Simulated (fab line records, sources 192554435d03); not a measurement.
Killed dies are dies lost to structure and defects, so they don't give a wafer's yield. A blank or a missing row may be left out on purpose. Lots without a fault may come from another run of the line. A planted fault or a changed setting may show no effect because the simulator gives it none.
Chamber matching | flow n5_finfet | N5_BEOL_M8_DESCUM_33 on rie_diel-05: 4 sister chambers
The step chemistry O2, time 7 s. 18 wafers are shown with their chamber, then 9 later ones without.

WAFERS WITH THEIR CHAMBER
wafer  | chamber | showerhead_plenum_p_Torr (Torr) | throttle_valve_pct (%) | drypump_motor_current_A (A)
L076.3 | 0       | 2.22                            | 20.39                  | 5.1
L076.5 | 0       | 2.22                            | 20.40                  | 5.1
L076.6 | 1       | 2.18                            | 20.20                  | 5.6
L079.1 | 1       | 2.17                            | 20.21                  | 5.6
L079.4 | 1       | 2.18                            | 20.21                  | 5.6
L079.6 | 2       | 2.13                            | 19.86                  | 5.8
L080.3 | 0       | 2.22                            | 20.42                  | 5.1
L080.4 | 1       | 2.17                            | 20.22                  | 5.7
L080.5 | 2       | 2.13                            | 19.85                  | 5.8
L082.1 | 0       | 2.22                            | 20.42                  | 5.1
L082.4 | 1       | 2.17                            | 20.23                  | 5.7
L082.6 | 0       | 2.22                            | 20.44                  | 5.0
L083.1 | 3       | 2.06                            | 20.20                  | 5.9
L083.4 | 1       | 2.17                            | 20.24                  | 5.7
L083.5 | 1       | 2.17                            | 20.22                  | 5.6
L085.3 | 1       | 2.17                            | 20.23                  | 5.6
L085.5 | 2       | 2.12                            | 19.89                  | 5.8
L085.6 | 1       | 2.17                            | 20.24                  | 5.6

SIGNATURES (means of the wafers above)
reading                  | chamber 0 | chamber 1 | chamber 2 | chamber 3 | scatter within a chamber
showerhead_plenum_p_Torr | 2.2200    | 2.1722    | 2.1267    | 2.0600    | 0.00398
throttle_valve_pct       | 20.4140   | 20.2222   | 19.8667   | 20.2000   | 0.0168
drypump_motor_current_A  | 5.080     | 5.633     | 5.800     | 5.900     | 0.0447
Rule: a wafer's distance from a chamber is the root of the sum, over the readings, of the square of ((its reading less the chamber's mean) divided by the reading's scatter). The wafer belongs to the nearest chamber; if the next one is less than 2 further off, it can't be placed. The scatter: the root of (the sum of the squares of (reading less its chamber's mean) over the shown wafers, divided by (wafers less chambers)).

WAFERS WITHOUT THEIR CHAMBER
wafer  | showerhead_plenum_p_Torr (Torr) | throttle_valve_pct (%) | drypump_motor_current_A (A)
L089.1 | 2.16                            | 20.25                  | 5.6
L089.4 | 2.05                            | 20.23                  | 5.9
L089.6 | 2.12                            | 19.89                  | 5.8
L095.2 | 2.05                            | 20.25                  | 5.9
L095.4 | 2.21                            | 20.47                  | 5.1
L095.5 | 2.21                            | 20.48                  | 5.1
L097.3 | 2.04                            | 20.26                  | 5.9
L097.4 | 2.04                            | 20.27                  | 5.9
L097.6 | 2.16                            | 20.27                  | 5.7

WHICH CHAMBER EACH WENT THROUGH
wafer  | from the rows above | in truth
L089.1 | 1                   | 1
L089.4 | 3                   | 3
L089.6 | 2                   | 2
L095.2 | 3                   | 3
L095.4 | 0                   | 0
L095.5 | 0                   | 0
L097.3 | 3                   | 3
L097.4 | 3                   | 3
L097.6 | 1                   | 1
Placed correctly: 9 of 9. Can't be placed from these rows: 0. Placed wrongly: 0.
